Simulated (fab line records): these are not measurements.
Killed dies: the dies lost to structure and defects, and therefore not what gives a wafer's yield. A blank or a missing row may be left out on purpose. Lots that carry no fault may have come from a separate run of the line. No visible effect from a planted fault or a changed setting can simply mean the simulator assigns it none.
fab line records	flow n5-finfet
record lots=5	wafers=15	last-day=18
route steps=1938 shown BEOL_M8@1392 BEOL_M9@1401
lots that met no fault: from a run of the same line without faults
start-h: start of the lot's first displayed wafer, in hours after the record's first day	wait-h: time in hours since the lot's previous step	" same as the row above	L1.1+2: a single row standing in for several wafers	- either no value or no given start	* or withheld: withheld	< > ~ a bound
route shown NAME@n: a module of which the file shows steps, and the number in the route of the first	usual: mean/standard deviation of fault-free wafers	same: alike in all rows	chamber/n: place in a boat	sites: each site's reading	_std_site: the values' standard deviation	_edge_site: inner sites' mean taken away from outer sites' mean	radius-mm: for every site, how far away it sits from the centre of the wafer	mask NAME#n: copy n	behind: the most recent tool/chamber to have shaped the wafer	hold: why the lot went on hold/how many hours it stayed there/how the hold came to an end	device: the transistor (n, p or np) that didn't switch	end of line: the route-end tests of the same wafers	a step without rows: its recipe alone	killed: count of dies lost to structure and defects at first sort (not the wafer's yield)	map: per-die view of a wafer (x killed, . not killed, _ where there is no die)
set.NAME: the run value of the setting; set.NAME@STEP: its run value at that earlier step	model.NAME: the simulator's own value behind a step, which no gauge read
lots seen at some steps along the route; tables by step, rows by wafer
services: a tool's chamber out of use, with start hour (start-h, from the record's first day; less than 0 if before it), hours out, and reason
## steps
# step N5_BEOL_M8_SPUTTER_48
# recipe material=Cu	target-thk-a=100	temp-c=-20	bias-v=60	power-w=26000	chamber-pressure-pa=0.13	time-s=1.667
# step N5_BEOL_M8_ECD_50
# recipe material=Cu	target-thk-a=3000
# step N5_BEOL_M8_ANNEAL_51
# recipe temp-c=225	time-s=90	ambient=N2
# usual anneal-temp-c=225.03/0.19	wafer_temp_C_max=226.2/0.67
lot.wafer	tool	chamber	start-h	wait-h	anneal-temp-c	wafer_temp_C_max
L273.1	rtp-anneal-01	0	220.48	0.1	225.08	227.4
L273.3	"	0	"	"	225.38	226.6
L273.4	"	0	"	"	225.42	227.0
L274.1	rtp-anneal-01	0	234.41	0.4	225.00	226.9
L274.2	"	0	"	"	224.87	226.6
L274.4	"	0	"	"	224.98	226.6
L280.2	rtp-anneal-02	0	278.34	0.4	224.93	225.4
L280.3	"	0	"	"	225.03	225.5
L280.4	"	0	"	"	224.99	225.4
L282.2	rtp-anneal-01	0	289.97	2.2	224.82	226.9
L282.3	"	0	"	"	224.70	226.5
L282.4	"	0	"	"	224.88	226.7
L292.1	rtp-anneal-01	0	360.44	0.3	225.00	226.9
L292.4	"	0	"	"	225.05	226.6
L292.5	"	0	"	"	224.92	227.0
# step N5_BEOL_M8_CMP_52
# recipe stop-on=SiCOH_lowk	t-overpolish-s=6.9	down-force-psi=1	platen-rpm=50	clearing-platen-down-force-psi=1.5	clearing-platen-rpm=50	post-cmp-clean=cu-alkaline	target-thk-nm=80	clearing-platen-pad-velocity-m-s=0.99484	pad-velocity-m-s=0.99484
# step N5_BEOL_M8_THK_MEAS_53
# recipe thk-meas-gauge=xrf	reads=Cu_of_BEOL_M8_ECD_50
# usual M8_THK=79.6/2
lot.wafer	tool	chamber	start-h	wait-h	M8_THK[nm]
L273.1	film-metro-02	-	221.07	-	83.4
L273.3	"	-	"	"	82.6
L273.4	"	-	"	"	77.9
L274.1	film-metro-02	-	235.00	-	81.3
L274.2	"	-	"	"	82.4
L274.4	"	-	"	"	77.7
L280.2	film-metro-02	-	278.89	-	78.3
L280.3	"	-	"	"	77.2
L280.4	"	-	"	"	79.4
L282.2	film-metro-01	-	290.53	-	80.3
L282.3	"	-	"	"	81.1
L282.4	"	-	"	"	77.3
L292.1	film-metro-01	-	361.05	-	77.8
L292.4	"	-	"	"	80.2
L292.5	"	-	"	"	79.1
# step N5_BEOL_M8_PRE_CLEAN_55
# recipe gas=NH3	time-s=15	temp-c=withheld	rf-power-w=300
# step N5_BEOL_M8_DEP_56
# recipe material=SiCN	target-thk-a=100	temp-c=withheld	precursor=3MS/NH3	pressure-torr=3	rf-w=202	time-s=17.5
# usual showerhead-plenum-p-Torr=3.667/0.013	throttle-valve-pct=9.0/0.95
lot.wafer	tool	chamber	start-h	wait-h	showerhead-plenum-p-Torr	throttle-valve-pct
L273.1	pecvd-01	1	221.15	0.0	3.649	8.5
L273.3	"	1	"	"	3.656	8.4
L273.4	"	0	"	"	3.682	9.6
L274.1	pecvd-03	0	235.06	0.0	3.667	8.6
L274.2	"	1	"	"	3.692	9.8
L274.4	"	1	"	"	3.691	9.5
L280.2	pecvd-01	1	278.97	0.0	3.663	8.2
L280.3	"	2	"	"	3.674	7.7
L280.4	"	1	"	"	3.657	8.5
L282.2	pecvd-01	2	290.61	0.0	3.670	7.7
L282.3	"	1	"	"	3.659	8.6
L282.4	"	2	"	"	3.666	7.7
L292.1	pecvd-01	1	361.11	0.0	3.657	8.5
L292.4	"	0	"	"	3.686	9.7
L292.5	"	1	"	"	3.653	8.6
# step N5_BEOL_M8_RS_MEAS_57
# recipe thk-meas-gauge=four-point-probe	reads=Cu_of_BEOL_M8_ECD_50+Co_of_BEOL_M8_CVD_78+TaN_of_BEOL_M8_ALD_77
# usual M8_RS=0.288/0.0088
lot.wafer	tool	chamber	start-h	wait-h	M8_RS[ohm/sq]
L273.1	film-metro-02	-	221.23	0.1	0.272
L273.3	"	-	"	"	0.276
L273.4	"	-	"	"	0.294
L274.1	film-metro-02	-	235.13	0.1	0.279
L274.2	"	-	"	"	0.274
L274.4	"	-	"	"	0.295
L280.2	film-metro-02	-	279.05	0.1	0.293
L280.3	"	-	"	"	0.296
L280.4	"	-	"	"	0.286
L282.2	film-metro-01	-	290.69	0.1	0.284
L282.3	"	-	"	"	0.281
L282.4	"	-	"	"	0.297
L292.1	film-metro-02	-	361.18	0.1	0.295
L292.4	"	-	"	"	0.285
L292.5	"	-	"	"	0.290
# step N5_BEOL_M8_INSPECT_58
# recipe inspect-instrument=darkfield	mode=post-dep
# usual raw-defect-count=64/20
lot.wafer	tool	chamber	start-h	wait-h	raw-defect-count
L273.1	defect-inspect-02	-	221.26	0.0	39
L273.3	"	-	"	"	72
L273.4	"	-	"	"	71
L274.1	defect-inspect-01	-	235.16	0.0	95
L274.2	"	-	"	"	155
L274.4	"	-	"	"	107
L280.2	defect-inspect-01	-	279.08	0.0	81
L280.3	"	-	"	"	67
L280.4	"	-	"	"	86
L282.2	defect-inspect-01	-	290.72	0.0	45
L282.3	"	-	"	"	31
L282.4	"	-	"	"	44
L292.1	defect-inspect-02	-	361.21	0.0	45
L292.4	"	-	"	"	67
L292.5	"	-	"	"	44
# step N5_BEOL_M9_ILD_DEP_00
# recipe material=SiCOH_lowk	target-thk-a=3085.1	temp-c=300	precursor=DEMS/porogen	pressure-torr=5	rf-w=500	time-s=58
# usual heater-power-w=323/33	showerhead-plenum-p-Torr=5.744/0.016	throttle-valve-pct=13.8/0.99
lot.wafer	tool	chamber	start-h	wait-h	heater-power-w	showerhead-plenum-p-Torr	throttle-valve-pct
L273.1	pecvd-01	0	221.30	0.0	388	5.752	14.7
L273.3	"	1	"	"	323	5.728	13.0
L273.4	"	0	"	"	300	5.745	14.7
L274.1	pecvd-02	0	235.20	0.0	354	5.737	15.1
L274.2	"	2	"	"	328	5.748	14.0
L274.4	"	0	"	"	348	5.727	15.5
L280.2	pecvd-01	1	279.12	0.0	359	5.728	13.0
L280.3	"	1	"	"	369	5.722	12.9
L280.4	"	2	"	"	305	5.741	11.7
L282.2	pecvd-03	1	290.76	0.0	287	5.761	14.7
L282.3	"	2	"	"	310	5.716	13.6
L282.4	"	2	"	"	323	5.721	13.2
L292.1	pecvd-01	0	361.24	0.0	367	5.766	15.1
L292.4	"	1	"	"	343	5.728	13.0
L292.5	"	2	"	"	308	5.740	12.1
# step N5_BEOL_M9_CURE_71
# recipe temp-c=385	time-s=240	ambient=He/Ar	material=SiCOH_lowk
# usual lamp-power-pct=52.32/0.051	wafer_temp_C_max=386.9/0.94
lot.wafer	tool	chamber	start-h	wait-h	lamp-power-pct	wafer_temp_C_max
L273.1	uv-cure-02	1	221.52	0.2	52.38	388.6
L273.3	"	1	"	"	52.23	389.0
L273.4	"	1	"	"	52.35	388.9
L274.1	uv-cure-01	1	235.27	0.0	52.26	385.9
L274.2	"	1	"	"	52.38	386.7
L274.4	"	1	"	"	52.35	385.8
L280.2	uv-cure-02	2	279.30	0.2	52.37	386.9
L280.3	"	2	"	"	52.17	386.7
L280.4	"	2	"	"	52.29	386.8
L282.2	uv-cure-02	2	290.91	0.1	52.25	386.5
L282.3	"	2	"	"	52.34	386.4
L282.4	"	2	"	"	52.37	386.7
L292.1	uv-cure-03	2	361.40	0.1	52.36	385.8
L292.4	"	2	"	"	52.31	386.0
L292.5	"	2	"	"	52.39	386.0
# step N5_BEOL_M9_THK_MEAS_01
# recipe reads=SiCOH_lowk_of_BEOL_M9_ILD_DEP_00
# usual M9_ILD_THK=269/3.7
lot.wafer	tool	chamber	start-h	wait-h	M9_ILD_THK[nm]
L273.1	film-metro-01	-	222.03	0.4	267
L273.3	"	-	"	"	271
L273.4	"	-	"	"	273
L274.1	film-metro-02	-	235.79	0.4	268
L274.2	"	-	"	"	266
L274.4	"	-	"	"	270
L280.2	film-metro-01	-	279.74	0.4	265
L280.3	"	-	"	"	269
L280.4	"	-	"	"	272
L282.2	film-metro-02	-	291.35	0.4	270
L282.3	"	-	"	"	272
L282.4	"	-	"	"	279
L292.1	film-metro-01	-	361.91	0.4	268
L292.4	"	-	"	"	274
L292.5	"	-	"	"	270
# step N5_BEOL_M9_PECVD_70
# recipe material=SiO2	target-thk-a=200	temp-c=400	precursor=TEOS/O2	pressure-torr=5.5	rf-w=450	teos-flow-sccm=53.8	gas=O2	flow-sccm=3000	time-s=22.7
# usual heater-power-w=733/68	showerhead-plenum-p-Torr=8.82/0.056	throttle-valve-pct=22.2/1.4
lot.wafer	tool	chamber	start-h	wait-h	heater-power-w	showerhead-plenum-p-Torr	throttle-valve-pct	model.SiO2_of_BEOL_M9_PECVD_70.thk-nm
L273.1	pecvd-03	2	222.07	0.0	825	8.76	21.8	19.6
L273.3	"	1	"	"	580	8.87	24.1	19.6
L273.4	"	0	"	"	683	8.81	22.0	20
L274.1	pecvd-01	0	235.82	0.0	739	8.89	23.8	19.8
L274.2	"	1	"	"	825	8.75	21.2	19.6
L274.4	"	2	"	"	724	8.81	19.2	20
L280.2	pecvd-02	0	279.77	0.0	701	8.74	24.6	19.8
L280.3	"	1	"	"	799	8.86	22.5	19.8
L280.4	"	2	"	"	773	8.84	22.8	20
L282.2	pecvd-03	1	291.38	0.0	581	8.88	23.9	19.8
L282.3	"	0	"	"	737	8.81	21.7	29.8
L282.4	"	2	"	"	706	8.80	21.8	20
L292.1	pecvd-02	2	361.95	0.0	691	8.87	23.2	19.6
L292.4	"	1	"	"	822	8.87	22.4	19.8
L292.5	"	2	"	"	708	8.86	23.5	19.8
# step N5_BEOL_M9_HM_DEP_02
# recipe material=TiN	target-thk-a=200	temp-c=25	chamber-pressure-pa=0.49996
# usual throttle-valve-pct=30.0/1.1
lot.wafer	tool	chamber	start-h	wait-h	throttle-valve-pct
L273.1	pvd-sputter-01	-	223.36	1.3	30.5
L273.3	"	-	"	"	30.1
L273.4	"	-	"	"	30.9
L274.1	pvd-sputter-03	-	238.78	2.9	30.1
L274.2	"	-	"	"	31.8
L274.4	"	-	"	"	29.3
L280.2	pvd-sputter-03	-	281.50	1.7	29.3
L280.3	"	-	"	"	31.9
L280.4	"	-	"	"	30.3
L282.2	pvd-sputter-01	-	294.02	2.6	32.1
L282.3	"	-	"	"	30.2
L282.4	"	-	"	"	30.9
L292.1	pvd-sputter-03	-	362.49	0.5	29.7
L292.4	"	-	"	"	29.4
L292.5	"	-	"	"	29.3
# step N5_BEOL_M9_COAT_59
# recipe resist=SOC	temp-c=250	time-s=60	spin-rpm=1500	resist-thk-nm=100
# step N5_BEOL_M9_COAT_60
# recipe resist=SiARC	temp-c=220	time-s=60	spin-rpm=1500	resist-thk-nm=30
# step N5_BEOL_M9_COAT_05
# recipe resist=CAR-ArF	spin-rpm=1500	resist-thk-nm=90
# step N5_BEOL_M9_EBR_07
# recipe solvent=PGMEA	ebr-width-mm=1.5
# step N5_BEOL_M9_SOFTBAKE_06
# recipe temp-c=110	time-s=60	resist=CAR-ArF
# step N5_BEOL_M9_EXPOSE_08
# recipe mask-id=M9	na=1.35	source-shape=dipole	sigma-inner=0.411	sigma-outer=0.611	polarization=te	dose-mj=53.75
# step N5_BEOL_M9_PEB_09
# recipe peb-temp-c=withheld	peb-time-s=60	resist=CAR-ArF
# step N5_BEOL_M9_DEVELOP_10
# recipe develop-time-s=30	developer=TMAH	resist=CAR-ArF	rinse-liquid=diw	dry=air-spin	dev-temp-c=23
# step N5_BEOL_M9_CD_MEAS_11
# recipe target-cd-nm=64.1	landing-energy-ev=500	detector=se-inlens	polarity=opening
# usual cd-nm=63.7/0.59
lot.wafer	tool	chamber	start-h	wait-h	cd-nm
L273.1	cd-sem-01	0	223.73	-	64.6
L273.3	"	0	"	"	64.3
L273.4	"	0	"	"	64.7
L274.1	cd-sem-01	0	239.28	-	64.1
L274.2	"	0	"	"	63.0
L274.4	"	0	"	"	63.8
L280.2	cd-sem-03	0	282.01	-	64.0
L280.3	"	0	"	"	63.9
L280.4	"	0	"	"	63.0
L282.2	cd-sem-03	0	294.52	-	62.7
L282.3	"	0	"	"	63.1
L282.4	"	0	"	"	62.8
L292.1	cd-sem-02	0	362.99	-	64.5
L292.4	"	0	"	"	64.1
L292.5	"	0	"	"	63.3
# step N5_BEOL_M9_OVL_MEAS_12
# recipe points-per-wafer=44
# usual M9_OVL=-0.4/0.87
lot.wafer	tool	chamber	start-h	wait-h	M9_OVL[nm]
L273.1	overlay-01	0	223.76	0.0	-1.1
L273.3	"	0	"	"	-0.9
L273.4	"	0	"	"	0.6
L274.1	overlay-02	0	239.31	0.0	-0.9
L274.2	"	0	"	"	-0.2
L274.4	"	0	"	"	-1.0
L280.2	overlay-01	0	282.08	0.1	0.1
L280.3	"	0	"	"	-0.2
L280.4	"	0	"	"	-0.8
L282.2	overlay-02	0	294.55	0.0	-0.5
L282.3	"	0	"	"	0.3
L282.4	"	0	"	"	-0.6
L292.1	overlay-01	0	363.02	0.0	-2.1
L292.4	"	0	"	"	0.2
L292.5	"	0	"	"	-1.1
# step N5_BEOL_M9_INSPECT_13
# recipe mode=adi	inspect-instrument=brightfield
# usual raw-defect-count=387/87
lot.wafer	tool	chamber	start-h	wait-h	raw-defect-count
L273.1	defect-inspect-01	-	223.79	0.0	267
L273.3	"	-	"	"	358
L273.4	"	-	"	"	385
L274.1	defect-inspect-01	-	239.33	0.0	544
L274.2	"	-	"	"	555
L274.4	"	-	"	"	487
L280.2	defect-inspect-01	-	282.11	0.0	543
L280.3	"	-	"	"	452
L280.4	"	-	"	"	366
L282.2	defect-inspect-02	-	294.57	0.0	383
L282.3	"	-	"	"	316
L282.4	"	-	"	"	340
L292.1	defect-inspect-02	-	363.04	0.0	559
L292.4	"	-	"	"	581
L292.5	"	-	"	"	430
# step N5_BEOL_M9_DESCUM_16
# recipe chemistry=O2	time-s=7.9	source-power-w=50	bias-power-w=20	pressure-mtorr=20	rf-frequency-hz=2.712e+07	temp-c=40	resist=CAR-ArF	o2-flow-sccm=225
# step N5_BEOL_M9_ETCH_61
# recipe chemistry=CF4	target=SiARC	target-depth-a=390	mask-material=CAR-ArF	time-s=65	ion-energy-ev=80	pressure-mtorr=40	source-w=545	bias-w=36	Ar_flow_sccm=100	cf4-flow-sccm=100	ends=cleared
# step N5_BEOL_M9_ETCH_62
# recipe chemistry=N2/H2	target=SOC	target-depth-a=1100	overetch-a=220	mask-material=SiARC	temp-c=40	time-s=165	ion-energy-ev=200	pressure-mtorr=30	source-w=840	bias-w=150	n2-flow-sccm=200	h2-flow-sccm=200
# step N5_BEOL_M9_STRIP_68
# recipe chemistry=N2/H2	temp-c=40	n2-flow-sccm=200	h2-flow-sccm=200	rf-frequency-hz=6e+07
# step N5_BEOL_M9_STRIP_67
# recipe chemistry=CF4	resist=SiARC	power-w=300	bias-power-w=75	pressure-mtorr=50	cf4-flow-sccm=150	rf-frequency-hz=6e+07
# step N5_BEOL_M9_HM_OPEN_17
# recipe chemistry=Cl2/BCl3	target-depth-a=200	overetch-a=60	target=TiN	mask-material=SOC	ion-energy-ev=150	pressure-mtorr=10	icp-w=1000	bias-w=126	Cl2_flow_sccm=53.25	bcl3-flow-sccm=21.75	Ar_flow_sccm=25
# step N5_BEOL_M9_STRIP_19
# recipe chemistry=O2	power-w=400	temp-c=40	pressure-mtorr=30	rf-frequency-hz=6e+07	bias-power-w=0	overash-fraction=0.2	o2-flow-sccm=225
# step N5_BEOL_M9_CD_MEAS_18
# recipe pitch-nm=140	target-cd-nm=70
# usual cd-nm=69.5/0.63
lot.wafer	tool	chamber	start-h	wait-h	cd-nm
L273.1	cd-sem-03	-	224.53	0.0	70.4
L273.3	"	-	"	"	70.5
L273.4	"	-	"	"	70.2
L274.1	cd-sem-01	-	240.21	0.0	69.5
L274.2	"	-	"	"	69.5
L274.4	"	-	"	"	69.8
L280.2	cd-sem-02	-	282.96	0.1	70.4
L280.3	"	-	"	"	69.3
L280.4	"	-	"	"	69.1
L282.2	cd-sem-01	-	295.22	0.1	68.9
L282.3	"	-	"	"	68.8
L282.4	"	-	"	"	68.8
L292.1	cd-sem-03	-	363.53	0.0	70.3
L292.4	"	-	"	"	70.1
L292.5	"	-	"	"	68.8
# step N5_BEOL_M9_COAT_63
# recipe resist=SOC	temp-c=250	time-s=60	spin-rpm=1500	resist-thk-nm=60
# step N5_BEOL_M9_COAT_64
# recipe resist=SiARC	temp-c=220	time-s=60	spin-rpm=1500	resist-thk-nm=12
# step N5_BEOL_M9_COAT_75
# recipe resist=underlayer	temp-c=205	time-s=60	spin-rpm=1500	resist-thk-nm=5
# step N5_BEOL_M9_COAT_22
# recipe resist=CAR-EUV	spin-rpm=1500	resist-thk-nm=30
# step N5_BEOL_M9_EBR_24
# recipe solvent=PGMEA	ebr-width-mm=1.5
# step N5_BEOL_M9_SOFTBAKE_23
# recipe temp-c=110	time-s=60	resist=CAR-EUV
# step N5_BEOL_M9_EXPOSE_25
# recipe mask-id=V8	na=0.33	source-shape=annular	sigma-inner=0.4	sigma-outer=0.8	polarization=unpolarized	dose-mj=37.25
# step N5_BEOL_M9_PEB_26
# recipe peb-temp-c=100	peb-time-s=60	resist=CAR-EUV
# step N5_BEOL_M9_DEVELOP_27
# recipe develop-time-s=30	developer=TMAH	resist=CAR-EUV	rinse-liquid=surfactant-rinse	dry=air-spin	dev-temp-c=23
# step N5_BEOL_M9_HM_STRIP_39
# recipe chemistry=peroxide-tin-strip	material=TiN	target-depth-a=250	temp-c=50	time-s=158
lot.wafer	tool	chamber	start-h	wait-h	model.SiO2_of_BEOL_M9_PECVD_70.thk-nm
L273.1+3	wet-bench-04	5,0	228.45	0.0	19.4
L273.4	"	1	"	"	19.8
L274.1	wet-bench-01	2	242.01	0.0	19.6
L274.2	"	0	"	"	19.4
L274.4	"	3	"	"	19.8
L280.2+3	wet-bench-01	7,3	285.96	0.0	19.6
L280.4	"	0	"	"	20
L282.2	wet-bench-01	4	296.55	0.0	19.6
L282.3	"	1	"	"	29.8
L282.4	"	0	"	"	19.8
L292.1+4+5	wet-bench-06	4,0,5	364.91	0.0	19.6
# step N5_BEOL_M9_CMP_52
# recipe stop-on=SiCOH_lowk	t-overpolish-s=7	down-force-psi=1	platen-rpm=50	clearing-platen-down-force-psi=1.5	clearing-platen-rpm=50	post-cmp-clean=cu-alkaline	target-thk-nm=140	clearing-platen-pad-velocity-m-s=0.99484	pad-velocity-m-s=0.99484
# usual barrier-field-endpoint-s=28.8/0.64	motor-current-A=5.9/0.48
lot.wafer	tool	chamber	start-h	wait-h	barrier-field-endpoint-s	motor-current-A
L273.1	cmp-03	0	232.23	0.3	29.1	5.1
L273.4	"	1	"	"	28.7	5.6
L273.3	"	2	"	"	28.3	6.6
L274.2	cmp-02	0	243.73	0.2	28.4	6.1
L274.1	"	1	"	"	28.1	6.0
L274.4	"	2	"	"	27.7	6.0
L280.3	cmp-03	2	289.95	0.2	28.3	6.9
L280.4	"	0	"	"	28.6	5.2
L280.2	"	1	"	"	28.4	6.0
L282.2	cmp-03	2	298.93	0.2	28.2	6.9
L282.4	"	0	"	"	28.0	5.0
L282.3	"	1	"	"	40.0	5.9
L292.1	cmp-03	2	366.99	0.3	28.0	6.7
L292.4	"	1	"	"	28.2	5.8
L292.5	"	2	"	"	28.6	6.6
## services
tool	chamber	start-h	hours	kind
pecvd-03	-	200.41	0.4	repair
pecvd-01	2	202.38	-	clean
pecvd-01	2	202.38	-	consumable-replace:showerhead
pecvd-01	2	202.38	29.0	scheduled-down
pecvd-01	2	202.38	29.0	vent-cycle
cmp-03	-	208.71	0.5	repair
pecvd-03	0	214.70	6.0	repair
uv-cure-03	-	220.92	7.5	pm
pecvd-02	2	227.03	2.5	repair
cmp-02	-	231.37	0.9	repair
uv-cure-01	-	267.92	2.1	pm
pecvd-01	0	272.18	70.1	repair
rtp-anneal-02	-	287.30	3.2	pm
uv-cure-01	-	307.00	3.4	pm
pecvd-03	-	309.27	0.5	repair
uv-cure-03	-	311.58	2.1	pm
cmp-03	-	311.97	4.0	pm
cmp-03	-	315.97	-	consumable-replace:conditioner
cmp-03	-	324.02	4.8	pm
pecvd-02	-	326.81	1.8	repair
cmp-02	-	337.85	1.1	repair
cmp-02	-	344.61	0.6	repair
uv-cure-01	-	354.79	7.5	pm
pecvd-03	-	358.62	2.8	repair
## key
first-sign step=N5_BEOL_M9_CMP_52	reading=barrier-field-endpoint-s	direction=up	sigmas=17	usual=28.8	struck=40.0
effect none on later readings
model-effect step=N5_BEOL_M9_PECVD_70	value=SiO2_of_BEOL_M9_PECVD_70.thk-nm	without=19.8	struck=29.8
model-effect step=N5_BEOL_M9_HM_STRIP_39	value=SiO2_of_BEOL_M9_PECVD_70.thk-nm	without=19.8	struck=29.8
met-at N5_BEOL_M9_PECVD_70
struck-wafers L282.3
onset-between 222.07 291.38
fault kind=process-parameter-drift	tool=pecvd-03	chamber=-	onset-h=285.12	steps=N5_BEOL_M9_PECVD_70	channel=time-s	offset=*	shape=step	end-h=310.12	scope=struck-wafers-only	acts-in=*	stated=*
